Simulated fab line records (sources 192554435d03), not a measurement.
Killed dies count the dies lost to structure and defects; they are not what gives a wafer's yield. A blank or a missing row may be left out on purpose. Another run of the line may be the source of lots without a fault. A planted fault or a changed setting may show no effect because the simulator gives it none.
Problem report in the 8D (eight disciplines) form, filled by code    flow n5_finfet    the parts of the form that need people (team, actions taken, sign-off) are left out

1. THE ISSUE
Wafers without a fault read 1500.1 rpm, standard deviation 1; spin_speed_rpm at N5_BEOL_M13_COAT_66 reads a mean of 1728.5 rpm on 6 wafers belonging to 2 lots. So: +99 or more standard deviations from the usual mean.
The step: time 60 s, resist thk 110 nm.
Seen first at day 13 19:56 on litho_track-01, wafer L139.1. The record holds 12 wafers of 4 lots with a number at this step. Rule for "out", or "out of limits": more than 4 standard deviations from the usual mean. The rest of the wafers with a number are treated as sound.

2. WHAT IT IS, WHAT IT ISN'T
question                     is                      is not
which readings at this step  spin_speed_rpm          dispense_pressure_kPa, exhaust_pa
which lots                   L139, L142              L130, L144
which wafers of those lots   all that have a number  -
read on which tools          litho_track-01          litho_track-02
when                         from day 13 19:56       up to then (3 sound wafers); but 3 sound wafers of L144 came after

3. THE SUSPECTS, EACH WITH WHAT RULES IT OUT
Counting: a tool at a process step up to the reading stays a suspect if it ran every lot that is out and no sound lot after the first of them.
- litho_track-01 at N5_BEOL_M13_COAT_66 (time 60 s, resist thk 110 nm): kept. It ran every lot that is out, first L139 (day 13 19:56), and no sound lot after that; its last sound lot up to then is L130 (day 10 22:58). On those wafers its own readings are out: spin_speed_rpm.
Remaining after the count: litho_track-01 at N5_BEOL_M13_COAT_66.

4. THE CAUSE (what the simulator had put in)
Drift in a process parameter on litho_track-01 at N5_BEOL_M13_COAT_66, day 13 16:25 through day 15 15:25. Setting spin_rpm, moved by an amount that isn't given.
After counting, this tool was the only one left.

5. THE EFFECT CHAIN, in route order
Rows list readings where the struck wafers' mean (over those with a number) sits beyond 3 standard deviations from the usual. Readings are gone through only where the record gives a usual standard deviation; hours: the median, over the lots, of the time from a lot's start at the first step in this table giving one to that lot's start at this step; sigmas: the change measured in usual standard deviations.
hours  step                 reading         usual       on struck wafers  change  sigmas
0      N5_BEOL_M13_COAT_66  spin_speed_rpm  1500.1 rpm  1728.5            +228.4  +99 or more
Its process steps:
- N5_BEOL_M13_COAT_66: time 60 s, resist thk 110 nm.

6. WHAT WOULD HAVE CAUGHT IT SOONER
In this record the first reading out of limits was taken at day 13 19:56, 4 hours after the fault began at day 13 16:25.
